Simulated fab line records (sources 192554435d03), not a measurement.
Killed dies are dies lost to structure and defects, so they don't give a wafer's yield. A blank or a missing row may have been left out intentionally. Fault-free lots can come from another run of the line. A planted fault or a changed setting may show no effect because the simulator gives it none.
Split-lot study :: flow n5-finfet :: 39 wafers read from 7 lots, route of 1938 steps

== ON THE SPLIT ==
At N5_DUMMY_GATE_ETCH_37 (etches SOC in N2/H2, target depth 60 nm, overetch 30 nm), the setting source-w was moved away from the recipe's 840 W on 12 of the 39 wafers read, by -16.8% to +16.2%. The other wafers ran this setting at the recipe's value.

The reading comes from the split's own step.

== THE READING ==
rf-vpp-V, in V, at N5_DUMMY_GATE_ETCH_37 (etches SOC in N2/H2, target depth 60 nm, overetch 30 nm). Typical for fault-free wafers on this fab line: 524.6 V, with standard deviation 2.3 V.

wafer: L082.1
tool, chamber at the split: rie-diel-05, 3
source-w as run, W: 772.9
against the recipe: -8.0%
rf-vpp-V, V: 541.5
against lot-mates on the recipe: +16.2

wafer: L082.2
tool, chamber at the split: rie-diel-05, 0
source-w as run, W: 772.9
against the recipe: -8.0%
rf-vpp-V, V: 540.9
against lot-mates on the recipe: +15.6

wafer: L082.3
tool, chamber at the split: rie-diel-05, 2
source-w as run, W: 772.9
against the recipe: -8.0%
rf-vpp-V, V: 537.4
against lot-mates on the recipe: +12.1

wafer: L082.4
tool, chamber at the split: rie-diel-05, 1
source-w as run, W: 840
against the recipe: recipe
rf-vpp-V, V: 525.4
against lot-mates on the recipe: -

wafer: L082.5
tool, chamber at the split: rie-diel-05, 0
source-w as run, W: 840
against the recipe: recipe
rf-vpp-V, V: 526.4
against lot-mates on the recipe: -

wafer: L082.6
tool, chamber at the split: rie-diel-05, 1
source-w as run, W: 840
against the recipe: recipe
rf-vpp-V, V: 524.0
against lot-mates on the recipe: -

wafer: L083.1
tool, chamber at the split: rie-diel-06, 1
source-w as run, W: 840
against the recipe: recipe
rf-vpp-V, V: 521.7
against lot-mates on the recipe: -

wafer: L083.2
tool, chamber at the split: rie-diel-06, 3
source-w as run, W: 840
against the recipe: recipe
rf-vpp-V, V: 521.4
against lot-mates on the recipe: -

wafer: L083.3
tool, chamber at the split: rie-diel-06, 2
source-w as run, W: 840
against the recipe: recipe
rf-vpp-V, V: 523.0
against lot-mates on the recipe: -

wafer: L085.1
tool, chamber at the split: rie-diel-05, 0
source-w as run, W: 754.9
against the recipe: -10.1%
rf-vpp-V, V: 544.7
against lot-mates on the recipe: +18.8

wafer: L085.2
tool, chamber at the split: rie-diel-05, 2
source-w as run, W: 840
against the recipe: recipe
rf-vpp-V, V: 522.6
against lot-mates on the recipe: -

wafer: L085.3
tool, chamber at the split: rie-diel-05, 1
source-w as run, W: 754.9
against the recipe: -10.1%
rf-vpp-V, V: 542.8
against lot-mates on the recipe: +16.9

wafer: L085.4
tool, chamber at the split: rie-diel-05, 3
source-w as run, W: 840
against the recipe: recipe
rf-vpp-V, V: 527.9
against lot-mates on the recipe: -

wafer: L085.5
tool, chamber at the split: rie-diel-05, 1
source-w as run, W: 754.9
against the recipe: -10.1%
rf-vpp-V, V: 543.5
against lot-mates on the recipe: +17.6

wafer: L085.6
tool, chamber at the split: rie-diel-05, 0
source-w as run, W: 840
against the recipe: recipe
rf-vpp-V, V: 527.1
against lot-mates on the recipe: -

wafer: L087.1
tool, chamber at the split: rie-diel-02, 1
source-w as run, W: 698.5
against the recipe: -16.8%
rf-vpp-V, V: 561.8
against lot-mates on the recipe: +36.5

wafer: L087.2
tool, chamber at the split: rie-diel-02, 0
source-w as run, W: 840
against the recipe: recipe
rf-vpp-V, V: 525.5
against lot-mates on the recipe: -

wafer: L087.3
tool, chamber at the split: rie-diel-02, 3
source-w as run, W: 840
against the recipe: recipe
rf-vpp-V, V: 521.7
against lot-mates on the recipe: -

wafer: L087.4
tool, chamber at the split: rie-diel-02, 2
source-w as run, W: 698.5
against the recipe: -16.8%
rf-vpp-V, V: 557.4
against lot-mates on the recipe: +32.1

wafer: L087.5
tool, chamber at the split: rie-diel-02, 0
source-w as run, W: 698.5
against the recipe: -16.8%
rf-vpp-V, V: 557.8
against lot-mates on the recipe: +32.5

wafer: L087.6
tool, chamber at the split: rie-diel-02, 1
source-w as run, W: 840
against the recipe: recipe
rf-vpp-V, V: 528.8
against lot-mates on the recipe: -

wafer: L091.1
tool, chamber at the split: rie-diel-06, 3
source-w as run, W: 840
against the recipe: recipe
rf-vpp-V, V: 521.7
against lot-mates on the recipe: -

wafer: L091.2
tool, chamber at the split: rie-diel-06, 2
source-w as run, W: 840
against the recipe: recipe
rf-vpp-V, V: 521.9
against lot-mates on the recipe: -

wafer: L091.3
tool, chamber at the split: rie-diel-06, 1
source-w as run, W: 975.9
against the recipe: +16.2%
rf-vpp-V, V: 497.2
against lot-mates on the recipe: -24.9

wafer: L091.4
tool, chamber at the split: rie-diel-06, 0
source-w as run, W: 840
against the recipe: recipe
rf-vpp-V, V: 522.8
against lot-mates on the recipe: -

wafer: L091.5
tool, chamber at the split: rie-diel-06, 2
source-w as run, W: 975.9
against the recipe: +16.2%
rf-vpp-V, V: 496.8
against lot-mates on the recipe: -25.3

wafer: L091.6
tool, chamber at the split: rie-diel-06, 3
source-w as run, W: 975.9
against the recipe: +16.2%
rf-vpp-V, V: 496.2
against lot-mates on the recipe: -25.9

wafer: L096.1
tool, chamber at the split: rie-diel-02, 2
source-w as run, W: 840
against the recipe: recipe
rf-vpp-V, V: 524.5
against lot-mates on the recipe: -

wafer: L096.2
tool, chamber at the split: rie-diel-02, 0
source-w as run, W: 840
against the recipe: recipe
rf-vpp-V, V: 524.7
against lot-mates on the recipe: -

wafer: L096.3
tool, chamber at the split: rie-diel-02, 1
source-w as run, W: 840
against the recipe: recipe
rf-vpp-V, V: 528.9
against lot-mates on the recipe: -

wafer: L096.4
tool, chamber at the split: rie-diel-02, 1
source-w as run, W: 840
against the recipe: recipe
rf-vpp-V, V: 527.0
against lot-mates on the recipe: -

wafer: L096.5
tool, chamber at the split: rie-diel-02, 2
source-w as run, W: 840
against the recipe: recipe
rf-vpp-V, V: 525.6
against lot-mates on the recipe: -

wafer: L096.6
tool, chamber at the split: rie-diel-02, 0
source-w as run, W: 840
against the recipe: recipe
rf-vpp-V, V: 524.5
against lot-mates on the recipe: -

wafer: L097.1
tool, chamber at the split: rie-diel-06, 3
source-w as run, W: 840
against the recipe: recipe
rf-vpp-V, V: 520.5
against lot-mates on the recipe: -

wafer: L097.2
tool, chamber at the split: rie-diel-06, 0
source-w as run, W: 840
against the recipe: recipe
rf-vpp-V, V: 523.9
against lot-mates on the recipe: -

wafer: L097.3
tool, chamber at the split: rie-diel-06, 2
source-w as run, W: 840
against the recipe: recipe
rf-vpp-V, V: 522.8
against lot-mates on the recipe: -

wafer: L097.4
tool, chamber at the split: rie-diel-06, 1
source-w as run, W: 840
against the recipe: recipe
rf-vpp-V, V: 522.5
against lot-mates on the recipe: -

wafer: L097.5
tool, chamber at the split: rie-diel-06, 3
source-w as run, W: 840
against the recipe: recipe
rf-vpp-V, V: 519.8
against lot-mates on the recipe: -

wafer: L097.6
tool, chamber at the split: rie-diel-06, 0
source-w as run, W: 840
against the recipe: recipe
rf-vpp-V, V: 523.9
against lot-mates on the recipe: -

FIT RESULTS
A straight line over all 39 wafers: rf-vpp-V changes by -1.89 V for each +1% of source-w; r = -0.98; the points scatter about the line by 2.5 V.
The same after taking each lot's own level away (the mean of its wafers on the recipe; 39 wafers): -1.78 V for each +1%; r = -0.99; scatter 2.1 V.
The reading moves by 30 V for the largest change in source-w, on that fit.
The lots' own levels span 522.03 to 525.87 V, that is 1.7 times the standard deviation above.
So the lot-to-lot level changes the slope little: the two slopes agree.
Check: for one of the wafers moved furthest among these (-16.8%), held out of the fit, the line's prediction against its lot-mates is +29.5 V. It came out at +36.5 V against them.
Tool readings at the split's step, against how far the setting was moved: rf-vpp-V r = -0.98.

== THE WHOLE CHAIN: every reading that the file lists as answering this split, in the file's order ==
step: N5_DUMMY_GATE_ETCH_37
what it does: etches SOC in N2/H2, target depth 60 nm, overetch 30 nm
reading: rf-vpp-V
change (the file's fit): -1.79 V for each +1% of the setting
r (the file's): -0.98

step: N5_DUMMY_GATE_ETCH_37
what it does: etches SOC in N2/H2, target depth 60 nm, overetch 30 nm
reading: SiARC_of_DUMMY_GATE_COAT_35.thk-nm (the simulator's own value, which no gauge read)
change (the file's fit): -0.0312 nm for each +1% of the setting
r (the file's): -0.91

== FILE'S OWN FIT ==
rf-vpp-V changes by -1.79 V for each +1% of source-w, r = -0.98.
